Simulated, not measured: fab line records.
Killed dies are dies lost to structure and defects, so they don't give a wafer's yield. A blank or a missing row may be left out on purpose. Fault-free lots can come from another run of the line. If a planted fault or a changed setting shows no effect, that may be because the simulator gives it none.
Chamber matching / flow nand_harc / 4 sister chambers for NHARC_A_WL_FILL_ALD_10 on ald_hk-04
The step deposits SiO2, target thk 50 nm, pulse time 10 s, ald cycles 500. 8 wafers are shown with their chamber, then 10 later ones without.

== EACH WAFER AND ITS CHAMBER ==
wafer=L075.4; chamber=1; heater_power_w (W)=480; precursor_pulse_height_rel=0.993
wafer=L077.4; chamber=2; heater_power_w (W)=465; precursor_pulse_height_rel=1.007
wafer=L083.5; chamber=0; heater_power_w (W)=461; precursor_pulse_height_rel=0.979
wafer=L088.3; chamber=1; heater_power_w (W)=478; precursor_pulse_height_rel=0.991
wafer=L088.5; chamber=3; heater_power_w (W)=348; precursor_pulse_height_rel=1.002
wafer=L088.6; chamber=2; heater_power_w (W)=484; precursor_pulse_height_rel=0.976
wafer=L091.1; chamber=0; heater_power_w (W)=459; precursor_pulse_height_rel=0.994
wafer=L091.3; chamber=3; heater_power_w (W)=330; precursor_pulse_height_rel=0.999

== WAFERS WITHOUT THEIR CHAMBER ==
wafer=L091.5; heater_power_w (W)=477; precursor_pulse_height_rel=1.023
wafer=L090.4; heater_power_w (W)=477; precursor_pulse_height_rel=1.031
wafer=L090.5; heater_power_w (W)=475; precursor_pulse_height_rel=1.004
wafer=L090.6; heater_power_w (W)=488; precursor_pulse_height_rel=0.991
wafer=L095.1; heater_power_w (W)=452; precursor_pulse_height_rel=1.013
wafer=L095.3; heater_power_w (W)=459; precursor_pulse_height_rel=0.985
wafer=L095.5; heater_power_w (W)=448; precursor_pulse_height_rel=1.024
wafer=L096.2; heater_power_w (W)=466; precursor_pulse_height_rel=0.995
wafer=L096.1; heater_power_w (W)=344; precursor_pulse_height_rel=1.018
wafer=L096.5; heater_power_w (W)=466; precursor_pulse_height_rel=0.963

== WHICH CHAMBER EACH WENT THROUGH ==
wafer=L091.5; from the rows above=can't be placed: 1 or 2 or 0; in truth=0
wafer=L090.4; from the rows above=can't be placed: 1 or 2 or 0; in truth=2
wafer=L090.5; from the rows above=can't be placed: 2 or 1 or 0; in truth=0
wafer=L090.6; from the rows above=can't be placed: 1 or 2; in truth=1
wafer=L095.1; from the rows above=can't be placed: 0 or 2 or 1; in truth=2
wafer=L095.3; from the rows above=can't be placed: 0 or 2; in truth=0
wafer=L095.5; from the rows above=can't be placed: 0 or 2 or 1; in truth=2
wafer=L096.2; from the rows above=can't be placed: 0 or 2 or 1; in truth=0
wafer=L096.1; from the rows above=3; in truth=3
wafer=L096.5; from the rows above=can't be placed: 0 or 2 or 1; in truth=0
Placed correctly: 1 of 10. Unplaceable from these rows: 9, with the true chamber sitting among the candidates in 9. Placed wrongly: 0.
How it was worked out, from the rows above alone: a wafer's distance from a chamber is the root of the sum, over the readings, of the square of ((its reading less the chamber's mean) divided by the reading's scatter). If the next closest chamber is less than 2 further off than the closest, the wafer can't be placed; otherwise it belongs to the closest. The mean given for a chamber averages the wafers shown for that chamber. The scatter: take each reading less its chamber's mean, square it, sum over the shown wafers, divide by the number of wafers less the number of chambers, and take the root.
